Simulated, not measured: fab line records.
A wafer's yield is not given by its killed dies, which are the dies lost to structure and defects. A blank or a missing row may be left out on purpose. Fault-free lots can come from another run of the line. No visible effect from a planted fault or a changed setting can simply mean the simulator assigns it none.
fab line records | flow nand-harc
record: lots: 14 | wafers: 38 | last-day: 33
route steps=1302 shown A_SLIT@946 A_WL_FILL@954 END@1302
lots untouched by any fault: they come from a run of this same line in which no faults occurred
start-h: start of the lot's first displayed wafer, in hours after the record's first day | wait-h: hours from the lot's prior step to this one | " repeats the value in the row above | L1.1+2: one row covering several wafers at once | - no value present, or no start provided | * or withheld: withheld | < > ~ a bound
route shown NAME@n: NAME is a module with steps in the file, n the number in the route of the first one | usual: average and standard deviation across the fault-free wafers | same: alike in all rows | chamber/n: place in a boat | sites: each site's reading | _std_site: standard deviation of those values | _edge_site: the outer-site mean with the inner-site mean subtracted | radius-mm: for every site, how far away it sits from the centre of the wafer | mask NAME#n: copy n | behind: the last tool/chamber to shape the wafer | hold: why the lot was held/for how many hours/how that ended | device: transistor that didn't switch, given as n, p or np | end of line: at the end of the route, the tests of the same wafers | a step without rows: its recipe alone | killed: not the wafer's yield, but the dies lost to structure and defects at the first sort | map: per-die view of a wafer (x killed, . not killed, _ where there is no die)
set.NAME: setting as actually run; set.NAME@STEP: the setting as run at that earlier step | model.NAME: the simulator's own value behind a step, which no gauge read
the route's steps for a sample of lots (tables are steps, rows are wafers)
services: from which hour (start-h, from the record's first day; less than 0 if before it) a tool's chamber was out of use, for how many hours, and why
== steps ==
step: NHARC_A_SLIT_CD_MEAS_21
usual: cd-nm: 289.7/0.92
lot.wafer | tool      | chamber | start-h | wait-h | cd-nm
L628.2    | cd-sem-03 | -       | 465.52  | -      | 288.7
L628.4    | "         | -       | "       | "      | 287.9
L628.6    | "         | -       | "       | "      | 289.6
L631.1    | cd-sem-01 | -       | 491.98  | -      | 289.9
L631.5    | "         | -       | "       | "      | 290.6
L631.6    | "         | -       | "       | "      | 290.5
L632.2    | cd-sem-03 | -       | 494.72  | 0.1    | 290.1
L632.5    | "         | -       | "       | "      | 291.2
L632.6    | "         | -       | "       | "      | 290.0
L633.1    | cd-sem-01 | -       | 538.24  | -      | 288.4
L633.2    | "         | -       | "       | "      | 289.2
L633.3    | "         | -       | "       | "      | 290.2
L636.2    | cd-sem-03 | -       | 546.56  | -      | 290.2
L636.4    | "         | -       | "       | "      | 289.2
L636.5    | "         | -       | "       | "      | 289.7
L638.1    | cd-sem-01 | -       | 560.62  | -      | 288.1
L638.2    | "         | -       | "       | "      | 289.7
L638.6    | "         | -       | "       | "      | 288.9
L637.1    | cd-sem-02 | -       | 564.28  | -      | 290.5
L637.3    | "         | -       | "       | "      | 290.2
L637.6    | "         | -       | "       | "      | 289.6
L639.4    | cd-sem-02 | -       | 571.87  | -      | 288.8
L639.5    | "         | -       | "       | "      | 288.8
L639.6    | "         | -       | "       | "      | 289.4
L641.1    | cd-sem-01 | -       | 594.40  | -      | 289.2
L640.3    | cd-sem-03 | -       | 606.12  | -      | 290.3
L646.3    | cd-sem-03 | -       | 640.30  | -      | 290.5
L646.4    | "         | -       | "       | "      | 290.5
L646.5    | "         | -       | "       | "      | 289.4
L647.3    | cd-sem-02 | -       | 656.04  | -      | 290.5
L647.5    | "         | -       | "       | "      | 289.9
L647.6    | "         | -       | "       | "      | 290.0
L648.1    | cd-sem-02 | -       | 656.43  | -      | 290.4
L648.2    | "         | -       | "       | "      | 289.5
L648.6    | "         | -       | "       | "      | 289.7
L649.2    | cd-sem-01 | -       | 675.71  | -      | 289.7
L649.5    | "         | -       | "       | "      | 290.0
L649.6    | "         | -       | "       | "      | 288.8
step: NHARC_A_WL_FILL_ALD_02
recipe: target-thk-a: 20 | pulse-time-s: 3 | ald-cycles: 100 | temp-c: 450 | material: TiN
usual: heater-power-w: 1067/120 | precursor-pulse-height-rel: 0.999/0.021
lot.wafer | tool         | chamber | start-h | wait-h | heater-power-w | precursor-pulse-height-rel
L628.4    | ald-metal-03 | 0       | 472.69  | 0.1    | 973            | 1.004
L628.2    | "            | 2       | "       | "      | 1289           | 1.002
L628.6    | "            | 3       | "       | "      | 1006           | 0.993
L631.1    | ald-metal-01 | 1       | 499.29  | 0.3    | 1044           | 1.019
L631.6    | "            | 2       | "       | "      | 913            | 1.009
L631.5    | "            | 3       | "       | "      | 1001           | 1.026
L632.2    | ald-metal-04 | 0       | 501.82  | 0.2    | 1174           | 0.971
L632.5    | "            | 3       | "       | "      | 1286           | 0.987
L632.6    | "            | 0       | "       | "      | 1152           | 0.965
L633.2    | ald-metal-03 | 1       | 546.79  | 0.2    | 1007           | 1.002
L633.3    | "            | 2       | "       | "      | 1260           | 0.972
L633.1    | "            | 0       | "       | "      | 991            | 1.028
L636.2    | ald-metal-01 | 3       | 553.84  | 0.2    | 917            | 0.978
L636.4    | "            | 1       | "       | "      | 1015           | 0.996
L636.5    | "            | 0       | "       | "      | 1042           | 0.960
L638.1    | ald-metal-03 | 3       | 567.95  | 0.2    | 1049           | 1.002
L638.2    | "            | 0       | "       | "      | 988            | 1.023
L638.6    | "            | 3       | "       | "      | 1042           | 0.982
L637.1    | ald-metal-04 | 3       | 571.44  | 0.2    | 1252           | 0.978
L637.3    | "            | 0       | "       | "      | 1183           | 1.005
L637.6    | "            | 3       | "       | "      | 1276           | 1.023
L639.4    | ald-metal-03 | 3       | 579.10  | 0.1    | 1066           | 1.005
L639.5    | "            | 3       | "       | "      | 1089           | 0.981
L639.6    | "            | 0       | "       | "      | 962            | 0.992
L641.1    | ald-metal-01 | 1       | 609.67  | 0.3    | 1005           | 0.983
L640.3    | ald-metal-01 | 2       | 613.53  | 0.2    | 924            | 0.964
L646.3    | ald-metal-04 | 3       | 647.42  | 0.1    | 1265           | 0.962
L646.4    | "            | 1       | "       | "      | 1122           | 1.007
L646.5    | "            | 0       | "       | "      | 1171           | 1.018
L648.1    | ald-metal-04 | 2       | 663.25  | 0.2    | 921            | 1.015
L648.2    | "            | 3       | "       | "      | 1256           | 0.979
L648.6    | "            | 2       | "       | "      | 919            | 0.997
L647.3    | ald-metal-03 | 1       | 663.42  | 0.2    | 1016           | 0.993
L647.6    | "            | 0       | "       | "      | 978            | 0.988
L647.5    | "            | 1       | "       | "      | 1002           | 0.961
L649.2    | ald-metal-04 | 0       | 682.88  | 0.2    | 1205           | 1.011
L649.6    | "            | 2       | "       | "      | 909            | 1.020
L649.5    | "            | 3       | "       | "      | 1266           | 1.027
step: NHARC_A_WL_FILL_ETCHBACK_16
recipe: target-depth-a: 1200 | time-s: 24 | c4f8-flow-sccm: withheld | o2-flow-sccm: 8 | ar-flow-sccm: withheld | rf-w: 600 | bias-w: 800 | chemistry: C4F8/O2/Ar
usual: oes-product-au: 0.984/0.024 | rf-vpp-V: 724/4 | run-length-s: 45.4/0.38
lot.wafer | tool        | chamber | start-h | wait-h | oes-product-au | rf-hours-counter-h | rf-vpp-V | run-length-s
L628.4    | rie-diel-08 | 0       | 494.14  | 11.9   | 1.009          | 6.0                | 720      | 45.6
L628.2    | "           | 1       | "       | "      | 1.009          | 5.9                | 724      | 45.2
L628.6    | "           | 3       | "       | "      | 1.000          | -                  | 728      | 45.4
L631.1    | rie-diel-03 | 1       | 509.87  | -      | 1.008          | 2.1                | 728      | 45.3
L631.5    | "           | 0       | "       | "      | 0.988          | -                  | 720      | 44.9
L631.6    | "           | 1       | "       | "      | 1.003          | -                  | 727      | 45.3
L632.2    | rie-diel-05 | 0       | 518.22  | -      | 0.962          | 2.2                | 728      | 45.4
L632.5    | "           | 2       | "       | "      | 0.962          | -                  | 727      | 44.9
L632.6    | "           | 3       | "       | "      | 0.939          | -                  | 730      | 46.0
L633.1    | rie-diel-08 | 1       | 558.30  | -      | 0.997          | 0.1                | 724      | 45.5
L633.2    | "           | 2       | "       | "      | 0.990          | 0.1                | 724      | 45.1
L633.3    | "           | 3       | "       | "      | 1.000          | 0.1                | 728      | 45.5
L636.2    | rie-diel-05 | 0       | 567.53  | -      | 0.957          | 3.4                | 729      | 45.3
L636.4    | "           | 2       | "       | "      | 0.976          | 4.3                | 727      | 45.4
L636.5    | "           | 1       | "       | "      | 0.965          | -                  | 717      | 44.9
L638.1    | rie-diel-05 | 2       | 579.24  | -      | 1.017          | 4.7                | 727      | 45.6
L638.2    | "           | 1       | "       | "      | 0.998          | 5.0                | 718      | 45.0
L638.6    | "           | 2       | "       | "      | 1.005          | -                  | 727      | 45.1
L637.1    | rie-diel-08 | 0       | 584.08  | -      | 1.006          | 0.4                | 721      | 45.6
L637.3    | "           | 1       | "       | "      | 0.994          | 0.5                | 725      | 45.5
L637.6    | "           | 2       | "       | "      | 0.980          | -                  | 724      | 44.8
L639.4    | rie-diel-08 | 3       | 590.99  | -      | 0.995          | 0.4                | 728      | 45.7
L639.6    | "           | 3       | "       | "      | 1.003          | -                  | 729      | 45.9
L639.5    | "           | 0       | "       | "      | 1.019          | -                  | 723      | 45.8
L641.1    | rie-diel-05 | 1       | 622.92  | -      | 0.969          | 0.9                | 718      | 29.5
L640.3    | rie-diel-05 | 2       | 622.99  | -      | 0.998          | 0.9                | 726      | 29.6
L646.3    | rie-diel-08 | 1       | 658.66  | -      | 0.981          | 3.8                | 726      | 45.4
L646.4    | "           | 2       | "       | "      | 0.975          | 4.1                | 723      | 45.1
L646.5    | "           | 1       | "       | "      | 0.986          | -                  | 724      | 45.6
L648.1    | rie-diel-03 | 3       | 674.10  | -      | 0.957          | 0.5                | 719      | 45.4
L648.2    | "           | 2       | "       | "      | 0.956          | 0.5                | 723      | 46.1
L648.6    | "           | 0       | "       | "      | 0.952          | -                  | 723      | 44.8
L647.3    | rie-diel-08 | 1       | 674.23  | -      | 0.992          | 4.4                | 725      | 45.4
L647.6    | "           | 3       | "       | "      | 1.010          | -                  | 729      | 45.5
L647.5    | "           | 0       | "       | "      | 1.022          | -                  | 721      | 45.3
L649.2    | rie-diel-03 | 3       | 694.23  | -      | 0.926          | 1.0                | 720      | 45.6
L649.6    | "           | 0       | "       | "      | 0.930          | -                  | 722      | 44.8
L649.5    | "           | 1       | "       | "      | 0.939          | -                  | 727      | 45.8
step: NHARC_A_WL_FILL_ETCHBACK_17
recipe: target-depth-a: 40 | time-s: 26.7 | chemistry: Cl2/BCl3
usual: drypump-motor-current-A: 5.8/0.35 | he-backside-leak-sccm: 3.39/0.25 | oes-product-au: 1.006/0.013 | run-length-s: 47.8/0.41
lot.wafer | tool         | chamber | start-h | wait-h | drypump-motor-current-A | he-backside-leak-sccm | oes-product-au | rf-hours-counter-h | run-length-s
L628.2    | rie-metal-03 | 1       | 494.31  | -      | 6.2                     | 3.24                  | 1.023          | 2.7                | 47.7
L628.4    | "            | 1       | "       | "      | 6.2                     | 3.22                  | 1.010          | -                  | 47.5
L628.6    | "            | 1       | "       | "      | 6.3                     | 3.21                  | 1.021          | -                  | 47.6
L631.1    | rie-metal-02 | 1       | 510.07  | -      | 5.6                     | 3.30                  | 0.999          | 0.8                | 47.6
L631.6    | "            | 1       | "       | "      | 5.6                     | 3.50                  | 0.990          | -                  | 47.9
L631.5    | "            | 0       | "       | "      | 5.8                     | 3.28                  | 0.995          | -                  | 47.7
L632.2    | rie-metal-01 | 0       | 518.40  | -      | 5.7                     | 3.28                  | 0.997          | 1.9                | 48.1
L632.6    | "            | 1       | "       | "      | 5.0                     | 3.61                  | 0.998          | -                  | 47.6
L632.5    | "            | 0       | "       | "      | 5.7                     | 3.24                  | 0.988          | -                  | 48.2
L633.2    | rie-metal-02 | 0       | 558.48  | -      | 5.8                     | 3.45                  | 0.971          | 1.6                | 47.7
L633.1    | "            | 1       | "       | "      | 5.6                     | 3.42                  | 0.995          | 1.6                | 47.6
L633.3    | "            | 1       | "       | "      | 5.6                     | 3.25                  | 0.992          | -                  | 47.7
L636.2    | rie-metal-02 | 0       | 567.73  | -      | 5.8                     | 3.58                  | 0.999          | 1.7                | 47.7
L636.4    | "            | 0       | "       | "      | 5.8                     | 3.77                  | 0.992          | -                  | 47.5
L636.5    | "            | 0       | "       | "      | 5.8                     | 3.73                  | 0.993          | -                  | 47.5
L638.2    | rie-metal-03 | 0       | 579.42  | -      | 5.9                     | 3.44                  | 1.019          | 1.0                | 48.4
L638.1    | "            | 1       | "       | "      | 6.3                     | 3.13                  | 1.025          | 1.0                | 47.3
L638.6    | "            | 0       | "       | "      | 5.9                     | 3.67                  | 1.007          | -                  | 48.1
L637.1    | rie-metal-03 | 0       | 584.27  | -      | 5.9                     | 3.26                  | 1.020          | 1.0                | 48.3
L637.3    | "            | 1       | "       | "      | 6.2                     | 3.20                  | 1.025          | -                  | 47.8
L637.6    | "            | 1       | "       | "      | 6.2                     | 3.02                  | 1.007          | -                  | 47.6
L639.4    | rie-metal-01 | 0       | 591.24  | -      | 5.7                     | 3.23                  | 0.991          | -                  | 47.9
L639.6    | "            | 1       | "       | "      | 5.0                     | 3.86                  | 0.985          | -                  | 48.1
L639.5    | "            | 0       | "       | "      | 5.7                     | 3.33                  | 0.992          | -                  | 47.8
L641.1    | rie-metal-03 | 1       | 623.15  | -      | 6.2                     | 3.11                  | 1.025          | 1.6                | 48.0
L640.3    | rie-metal-01 | 0       | 623.20  | -      | 5.7                     | 3.43                  | 1.005          | -                  | 47.8
L646.3    | rie-metal-03 | 1       | 658.88  | -      | 6.2                     | 3.00                  | 1.011          | -                  | 47.7
L646.4    | "            | 0       | "       | "      | 5.9                     | 3.45                  | 1.015          | -                  | 48.3
L646.5    | "            | 1       | "       | "      | 6.2                     | 3.03                  | 1.028          | -                  | 47.5
L648.2    | rie-metal-01 | 0       | 674.28  | -      | 5.7                     | 3.64                  | 1.009          | 1.2                | 47.9
L648.1    | "            | 1       | "       | "      | 5.0                     | 3.51                  | 1.010          | 1.2                | 47.8
L648.6    | "            | 1       | "       | "      | 5.0                     | 3.42                  | 1.008          | -                  | 47.9
L647.3    | rie-metal-03 | 1       | 674.44  | -      | 6.2                     | 3.13                  | 1.017          | -                  | 47.6
L647.5    | "            | 1       | "       | "      | 6.2                     | 3.18                  | 1.014          | -                  | 48.1
L647.6    | "            | 0       | "       | "      | 5.9                     | 3.42                  | 1.002          | -                  | 48.2
L649.2    | rie-metal-02 | 0       | 694.39  | -      | 5.8                     | 3.69                  | 0.987          | 1.1                | 47.7
L649.5    | "            | 0       | "       | "      | 5.8                     | 3.50                  | 0.995          | -                  | 47.3
L649.6    | "            | 1       | "       | "      | 5.6                     | 3.28                  | 1.002          | -                  | 47.4
step: NHARC_END_SORT_01
recipe: temp-c: 25
usual: killed-at-array: 55/12 | killed-at-other: 1.0/1.2 | killed-at-periphery: 3.9/2.6 | killed-dies: 60/12 | killed-open: 3.3/1.9 | killed-short: 2.5/1.8
same: gross-dies: 677
lot.wafer | tool      | chamber | start-h | wait-h | killed-at-array | killed-at-other | killed-at-periphery | killed-dies | killed-open | killed-short
L641.1    | prober-01 | 0       | 705.69  | 2.5    | 672             | 0               | 5                   | 677         | 5           | 3
L640.3    | prober-02 | 0       | 716.10  | 3.1    | 674             | 1               | 2                   | 677         | 4           | 3
killed by level:class
L641.1 A_WL_FILL:area-etchback=635 A_CHANNEL_HOLE_D2:chamber-film-flake=17 A_CHANNEL_HOLE_D1:chamber-film-flake=6 A_SLIT:chamber-film-flake=3 P_GATE:geometric-particle:open=2 A_CHANNEL_FILL_D1:geometric-particle:short=2 A_ZERO_WELL:chamber-film-flake=2 A_CONTACT:chamber-film-flake=2
L640.3 A_WL_FILL:area-etchback=615 A_CHANNEL_HOLE_D1:chamber-film-flake=28 A_CHANNEL_HOLE_D2:chamber-film-flake=20 A_CHANNEL_FILL_D1:geometric-particle:short=2 A_CHANNEL_HOLE_D2:geometric-particle:open=2 A_CHANNEL_FILL_D2:chamber-film-flake=2 A_SLIT:chamber-film-flake=2 P_M0:geometric-particle:open=1
== services ==
tool         | chamber | start-h | hours | kind
rie-diel-08  | 0       | 450.33  | -     | clean
rie-diel-08  | 1       | 450.33  | -     | clean
rie-diel-03  | 2       | 452.13  | 4.0   | repair
rie-metal-02 | -       | 454.07  | 9.0   | pm
rie-diel-03  | -       | 458.30  | 9.0   | pm
ald-metal-04 | -       | 474.00  | 10.0  | pm
rie-diel-03  | 2       | 490.87  | 60.6  | repair
ald-metal-03 | 1       | 498.99  | 24.6  | repair
rie-metal-03 | -       | 519.00  | 9.0   | pm
rie-diel-05  | 0       | 523.08  | 1.5   | repair
ald-metal-01 | -       | 526.00  | 10.0  | pm
rie-diel-08  | -       | 544.80  | 9.0   | pm
rie-diel-03  | 3       | 545.22  | 2.0   | repair
rie-diel-05  | 0       | 552.73  | 8.8   | repair
rie-diel-05  | -       | 583.60  | 9.0   | pm
rie-metal-01 | -       | 609.81  | 9.0   | pm
rie-metal-03 | -       | 628.89  | 0.4   | repair
rie-diel-08  | 1       | 628.94  | 9.7   | repair
rie-metal-02 | -       | 631.07  | 9.0   | pm
ald-metal-04 | 1       | 634.07  | 6.4   | repair
rie-diel-03  | -       | 635.30  | 9.0   | pm
ald-metal-04 | -       | 652.00  | 10.0  | pm
rie-diel-03  | 3       | 675.06  | 6.6   | repair
ald-metal-04 | 1       | 679.85  | 26.4  | repair
== key ==
first-sign: step: NHARC_A_WL_FILL_ETCHBACK_16 | reading: run-length-s | direction: down | sigmas: 42 | usual: * | struck: *
effect: step: NHARC_END_SORT_01 | reading: killed-dies | direction: up | sigmas: 52 | usual: 60 | struck: 677
more-kills-born-at: NHARC_A_WL_FILL_ETCHBACK_16@rie-diel-05: 1250
met-at NHARC_A_WL_FILL_ETCHBACK_16
struck-lots L640,L641
later-rows-left-out L640.3,L641.1
tester-left-out L640,L641
not-acting-at NHARC_A_SLIT_CD_MEAS_21,NHARC_A_WL_FILL_ALD_02,NHARC_A_WL_FILL_ETCHBACK_17
fault: kind: process-parameter-drift | tool: rie-diel-05 | chamber: - | onset-h: 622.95 | steps: NHARC_A_WL_FILL_ETCHBACK_16 | channel: time-s | offset: * | shape: step | acts-in: * | stated: *
tester-left-out: of these lots the tester's yield and bins aren't shown, on N5 and GAA mostly nor the transistor test; their killed dies are dies lost to structure and defects alone, not to doping, threshold or leakage, so they don't give the yield
later-rows-left-out: the simulator's readings of these wafers behind a module that went badly wrong aren't trusted and aren't shown, but for the sort
